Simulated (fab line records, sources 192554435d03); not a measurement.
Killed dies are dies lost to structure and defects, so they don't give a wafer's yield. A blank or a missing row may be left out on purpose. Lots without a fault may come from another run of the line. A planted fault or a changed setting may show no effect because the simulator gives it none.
Problem report in the 8D (eight disciplines) form, filled by code | flow n5_finfet | the parts of the form that need people (team, actions taken, sign-off) are left out

1. THE PROBLEM
susceptor_temp_C at N5_BEOL_M2_ILD_DEP_00 reads a mean of 348.47 C on 9 wafers of 3 lots; wafers without a fault read 349.99 C with a standard deviation of 0.2. That is -7.6 standard deviations from the usual mean.
The step: deposits SiOC from DEMS/O2, target thk 79 nm, time 15.3 s.
First seen on wafer L772.1, day 7 21:05, on pecvd-02. The record holds 33 wafers of 11 lots with a number at this step. Rule for "out", or "out of limits": more than 4 standard deviations from the usual mean. The other wafers with a number count as sound.

2. WHAT IT IS AND WHAT IT IS NOT
question                    | is                     | is not
which readings at this step | susceptor_temp_C       | heater_power_w, showerhead_plenum_p_Torr, throttle_valve_pct
which lots                  | L772, L773, L774       | L767, L768, L780, L781, L783, L784, L789, L790
which wafers of those lots  | all that have a number | -
read on which tools         | pecvd-02               | pecvd-01, pecvd-04
when                        | from day 7 21:05       | up to then (6 sound wafers); but 18 sound wafers of L780, L781, L783, L784, L789, L790 came after

3. SUSPECTS, AND WHAT RULES EACH OUT
Counting: a tool at a process step up to the reading stays a suspect if it ran every lot that is out and no sound lot after the first of them.
- pecvd-02 at N5_BEOL_M2_ILD_DEP_00 (deposits SiOC from DEMS/O2, target thk 79 nm, time 15.3 s): kept. It ran every lot that is out, first L772 (day 7 21:05), and no sound lot after that; its last sound lot up to then is L767 (day 6 14:09). Its own readings are out on those wafers: susceptor_temp_C.
Left after counting: pecvd-02 at N5_BEOL_M2_ILD_DEP_00.

4. THE CAUSE (what the simulator had put in)
Process parameter drift: pecvd-02, from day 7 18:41 on, at N5_BEOL_M2_ILD_DEP_00. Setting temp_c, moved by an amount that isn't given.
Counting left only this tool.

5. THE CHAIN OF EFFECTS, in route order
Each row: a reading whose mean over the struck wafers that have a number lies more than 3 standard deviations from the usual. Only readings for which the record gives a usual standard deviation are gone through. hours: the time from each lot's start at the first step in this table that gives one to its start at this step, as a median over the lots. sigmas: the change in usual standard deviations.
hours | step                  | reading          | usual    | on struck wafers | change | sigmas
0     | N5_BEOL_M2_ILD_DEP_00 | susceptor_temp_C | 349.99 C | 348.47           | -1.52  | -7.6
The process steps in it:
- N5_BEOL_M2_ILD_DEP_00: deposits SiOC from DEMS/O2, target thk 79 nm, time 15.3 s.
Later measuring or inspecting steps at which every struck wafer that the step has a row for has a number for every such reading, and none has moved that far: N5_BEOL_M4_RC_MEAS_101.

6. WHAT WOULD HAVE CAUGHT IT SOONER
In this record the first reading out of limits was taken at day 7 21:05, 2 hours after the fault began at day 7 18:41.
